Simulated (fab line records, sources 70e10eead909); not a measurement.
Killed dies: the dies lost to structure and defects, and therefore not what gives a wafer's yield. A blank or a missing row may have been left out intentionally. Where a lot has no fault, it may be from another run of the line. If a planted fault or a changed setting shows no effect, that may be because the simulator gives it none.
Check for tools in common | flow nand harc | Lots sampled 12, wafers sampled 36

== WHY THIS WAS OPENED ==
At NHARC_P_M2_CD_MEAS_09 the reading cd nm is flagged on 2 of 12 lots. Fault-free wafers read 169.8 nm, with a standard deviation of 0.76.
Rule: a lot is flagged when every wafer of it that has a number lies more than 4 standard deviations from that mean, or none has a number. The rest of the lots are taken to be sound.

lot  | measured     | on        | cd nm (nm), wafer by wafer | flag
L978 | day 7 00:31  | cd sem-03 | 170.3 170.3 169.5          |
L981 | day 7 02:40  | cd sem-02 | 169.3 169.4 169.6          |
L980 | day 7 09:35  | cd sem-03 | 168.5 168.3 168.8          |
L983 | day 7 23:39  | cd sem-02 | 168.8 168.6 169.0          |
L982 | day 7 23:53  | cd sem-03 | 170.1 170.1 170.2          |
L984 | day 8 10:18  | cd sem-03 | 169.1 169.6 170.0          |
L987 | day 10 03:50 | cd sem-02 | 153.2 152.1 152.1          | FLAGGED
L990 | day 10 04:43 | cd sem-03 | 155.6 156.1 155.4          | FLAGGED
L995 | day 10 21:24 | cd sem-01 | 170.7 170.9 171.2          |
L997 | day 11 14:14 | cd sem-03 | 171.0 169.9 170.2          |
L998 | day 11 14:46 | cd sem-02 | 169.8 169.0 170.3          |
L999 | day 12 00:05 | cd sem-01 | 169.8 170.9 170.4          |
The mean of the flagged lots' numbers is 154.1 nm, -15.7 nm from the usual (-21 standard deviations).

== WHICH TOOL RAN EACH LOT ==
2 process steps preceding the reading are held in the record, out of 1159 steps in the route. Cell contents, in order: the tool; ch with the chambers the sampled wafers went through; the start.
lot  | flag    | NHARC_P_M1_PVD_20                       | NHARC_P_M2_PEB_07
L978 |         | pvd sputter-02, day 7 00:26 or earlier  | litho track-01 ch 0, day 7 00:26
L981 |         | pvd sputter-03, day 7 02:35 or earlier  | litho track-01 ch 0, day 7 02:35
L980 |         | pvd sputter-01, day 7 09:30 or earlier  | litho track-06 ch 0, day 7 09:30
L983 |         | pvd sputter-03, day 7 23:34 or earlier  | litho track-06 ch 0, day 7 23:34
L982 |         | pvd sputter-02, day 7 23:49 or earlier  | litho track-01 ch 0, day 7 23:49
L984 |         | pvd sputter-03, day 8 10:13 or earlier  | litho track-06 ch 0, day 8 10:13
L987 | FLAGGED | pvd sputter-01, day 10 03:45 or earlier | litho track-06 ch 0, day 10 03:45
L990 | FLAGGED | pvd sputter-03, day 10 04:38 or earlier | litho track-06 ch 0, day 10 04:38
L995 |         | pvd sputter-02, day 10 21:20 or earlier | litho track-04 ch 0, day 10 21:20
L997 |         | pvd sputter-03, day 11 14:10 or earlier | litho track-04 ch 0, day 11 14:10
L998 |         | pvd sputter-02, day 11 14:41 or earlier | litho track-04 ch 0, day 11 14:41
L999 |         | pvd sputter-03, day 12 00:00 or earlier | litho track-04 ch 0, day 12 00:00
What the steps here do:
- NHARC_P_M1_PVD_20: deposits TaN, target thk 5 nm, time 8.06 s.
- NHARC_P_M2_PEB_07: peb time 65 s.
- NHARC_P_M2_CD_MEAS_09: target cd 170 nm.

== FLAGGED AGAINST TOTAL, ONE TOOL AT A TIME (gauges that did the reading follow at the end) ==
step                  | tool           | lots run | flagged | share of the flagged lots | sound lots run after its first flagged lot
NHARC_P_M1_PVD_20     | pvd sputter-01 | 2        | 1       | some                      | 0
NHARC_P_M1_PVD_20     | pvd sputter-02 | 4        | 0       | none                      | -
NHARC_P_M1_PVD_20     | pvd sputter-03 | 6        | 1       | some                      | 2 (L997,L999)
NHARC_P_M2_PEB_07     | litho track-01 | 3        | 0       | none                      | -
NHARC_P_M2_PEB_07     | litho track-04 | 4        | 0       | none                      | -
NHARC_P_M2_PEB_07     | litho track-06 | 5        | 2       | all                       | 0
NHARC_P_M2_CD_MEAS_09 | cd sem-01      | 2        | 0       | none                      | -
NHARC_P_M2_CD_MEAS_09 | cd sem-02      | 4        | 1       | some                      | 1 (L998)
NHARC_P_M2_CD_MEAS_09 | cd sem-03      | 6        | 1       | some                      | 1 (L997)
NHARC_P_M1_PVD_20: start missing for some lots; hours and lot order therefore follow NHARC_P_M2_PEB_07.

== THE TABLE: WHAT IT ALLOWS ==
In the table, 1 row covers all flagged lots: litho track-06 at NHARC_P_M2_PEB_07.
- litho track-06 at NHARC_P_M2_PEB_07: 2 of its 5 lots flagged. A fault beginning between L984 (day 8 10:13), its last sound lot, and L987 (day 10 03:45), its first flagged one, fits the data. Its own readings lie more than 4 standard deviations out on every wafer of the flagged lots: heater power total W, plate temp C.
litho track-06 at NHARC_P_M2_PEB_07 is the single tool remaining.

== WHAT HAD BEEN PUT IN BY THE SIMULATOR ==
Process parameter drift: litho track-06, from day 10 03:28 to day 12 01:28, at NHARC_P_M2_PEB_07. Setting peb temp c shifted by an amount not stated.
Lots struck among those shown: L987, L990. The same result came from the rule above.
